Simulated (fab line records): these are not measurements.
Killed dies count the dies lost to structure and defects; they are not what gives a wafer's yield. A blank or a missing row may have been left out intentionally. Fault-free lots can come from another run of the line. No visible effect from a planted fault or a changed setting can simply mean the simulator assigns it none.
Which tool is to blame? / flow n5-finfet / 9 lots with 27 wafers sampled at 5 steps, on a route of 1938 steps

== WHAT THE GAUGES READ, wafer by wafer ==
N5_BEOL_M4_RC_MEAS_101.
lot=L978; measured=day 8 13:53; on=prober-01; DIBL_N (mV/V)=36.4 34.7 35.3
lot=L980; measured=day 9 15:33; on=prober-02; DIBL_N (mV/V)=35.6 34.9 33.4
lot=L981; measured=day 9 20:05; on=prober-02; DIBL_N (mV/V)=36.4 36.0 35.3
lot=L982; measured=day 9 23:47; on=prober-01; DIBL_N (mV/V)=38.0 37.6 38.1
lot=L984; measured=day 11 08:06; on=prober-01; DIBL_N (mV/V)=33.8 36.5 33.9
lot=L987; measured=day 11 05:11; on=prober-01; DIBL_N (mV/V)=34.5 32.2 34.1
lot=L992; measured=day 12 14:04; on=prober-02; DIBL_N (mV/V)=35.7 37.8 38.2
lot=L995; measured=day 12 19:46; on=prober-02; DIBL_N (mV/V)=38.1 33.5 35.5
lot=L999; measured=day 14 16:33; on=prober-02; DIBL_N (mV/V)=35.3 34.2 36.9

== WHICH TOOL RAN EACH LOT (tool, then ch and the chambers of the sampled wafers, then the start) ==
lot=L978; N5_GATE_CUT_CUT_ETCH_55=rie-metal-03 ch 1, day 5 07:26; N5_GATE_CUT_STRIP_21=plasma-asher-01 ch 0,1, day 5 07:37; N5_GATE_CUT_CMP_23=cmp-04 ch 0,1,2, day 5 09:38; N5_MOL_CONTACT_COAG_COAT_103=litho-track-03 ch 0, day 5 10:37
lot=L980; N5_GATE_CUT_CUT_ETCH_55=rie-metal-03 ch 0,1, day 5 21:05; N5_GATE_CUT_STRIP_21=plasma-asher-02 ch 0,1, day 5 21:16; N5_GATE_CUT_CMP_23=cmp-04 ch 1,2, day 5 22:55; N5_MOL_CONTACT_COAG_COAT_103=litho-track-03 ch 0, day 5 23:57
lot=L981; N5_GATE_CUT_CUT_ETCH_55=rie-metal-02 ch 0,1, day 6 04:09; N5_GATE_CUT_STRIP_21=plasma-asher-01 ch 0,1, day 6 04:19; N5_GATE_CUT_CMP_23=cmp-02 ch 1,2, day 6 06:10; N5_MOL_CONTACT_COAG_COAT_103=litho-track-04 ch 0, day 6 07:22
lot=L982; N5_GATE_CUT_CUT_ETCH_55=rie-metal-03 ch 0,1, day 6 07:20; N5_GATE_CUT_STRIP_21=plasma-asher-02 ch 0,1, day 6 07:30; N5_GATE_CUT_CMP_23=cmp-02 ch 0,1,3, day 6 09:11; N5_MOL_CONTACT_COAG_COAT_103=litho-track-03 ch 0, day 6 10:26
lot=L984; N5_GATE_CUT_CUT_ETCH_55=rie-metal-02 ch 0, day 7 06:29; N5_GATE_CUT_STRIP_21=plasma-asher-01 ch 0,1, day 7 06:49; N5_GATE_CUT_CMP_23=cmp-03 ch 0,2, day 7 09:02; N5_MOL_CONTACT_COAG_COAT_103=litho-track-03 ch 0, day 7 10:04
lot=L987; N5_GATE_CUT_CUT_ETCH_55=rie-metal-01 ch 0, day 7 14:06; N5_GATE_CUT_STRIP_21=plasma-asher-01 ch 1, day 7 14:25; N5_GATE_CUT_CMP_23=cmp-04 ch 2,3, day 7 16:03; N5_MOL_CONTACT_COAG_COAT_103=litho-track-03 ch 0, day 7 17:07
lot=L992; N5_GATE_CUT_CUT_ETCH_55=rie-metal-03 ch 0,1, day 8 14:34; N5_GATE_CUT_STRIP_21=plasma-asher-02 ch 0,1, day 8 14:44; N5_GATE_CUT_CMP_23=cmp-03 ch 0,1,2, day 8 16:25; N5_MOL_CONTACT_COAG_COAT_103=litho-track-04 ch 0, day 8 17:29
lot=L995; N5_GATE_CUT_CUT_ETCH_55=rie-metal-01 ch 0,1, day 9 13:40; N5_GATE_CUT_STRIP_21=plasma-asher-02 ch 0,1, day 9 13:50; N5_GATE_CUT_CMP_23=cmp-02 ch 0,1,3, day 9 15:41; N5_MOL_CONTACT_COAG_COAT_103=litho-track-01 ch 0, day 9 16:49
lot=L999; N5_GATE_CUT_CUT_ETCH_55=rie-metal-01 ch 0,1, day 10 13:37; N5_GATE_CUT_STRIP_21=plasma-asher-02 ch 0,1, day 10 13:47; N5_GATE_CUT_CMP_23=cmp-02 ch 1,2,3, day 10 16:29; N5_MOL_CONTACT_COAG_COAT_103=litho-track-03 ch 0, day 10 17:34
- N5_GATE_CUT_CUT_ETCH_55: etches HfO2 in BCl3, target depth 3.2 nm.
- N5_GATE_CUT_STRIP_21: strips in N2/H2, time 30 s.
- N5_GATE_CUT_CMP_23: polishes, stops on SiO2, t overpolish 23.4 s, target thk 16 nm.
- N5_MOL_CONTACT_COAG_COAT_103: time 60 s, resist thk 80 nm.

== THE ANSWER, worked out from the rows above alone ==
Rule: the usual values come from the lots themselves. The widest of any qualifying gaps counts: lots, ordered by their means at a reading, are off when they make up no more than a third of the lots, leave a main group of 4 or more, and stand apart from it by 3 or more times the standard deviation of that group's means. Not used: any main group whose means are identical at the precision the tables above print for the reading. Also off: a lot with no number at a reading for which 4 or more lots have one. Any other lot the step has rows for is counted as sound.
No lot is off on any of the readings shown, so nothing can be concluded from this.

== WHAT THE SIMULATOR HAD PUT IN ==
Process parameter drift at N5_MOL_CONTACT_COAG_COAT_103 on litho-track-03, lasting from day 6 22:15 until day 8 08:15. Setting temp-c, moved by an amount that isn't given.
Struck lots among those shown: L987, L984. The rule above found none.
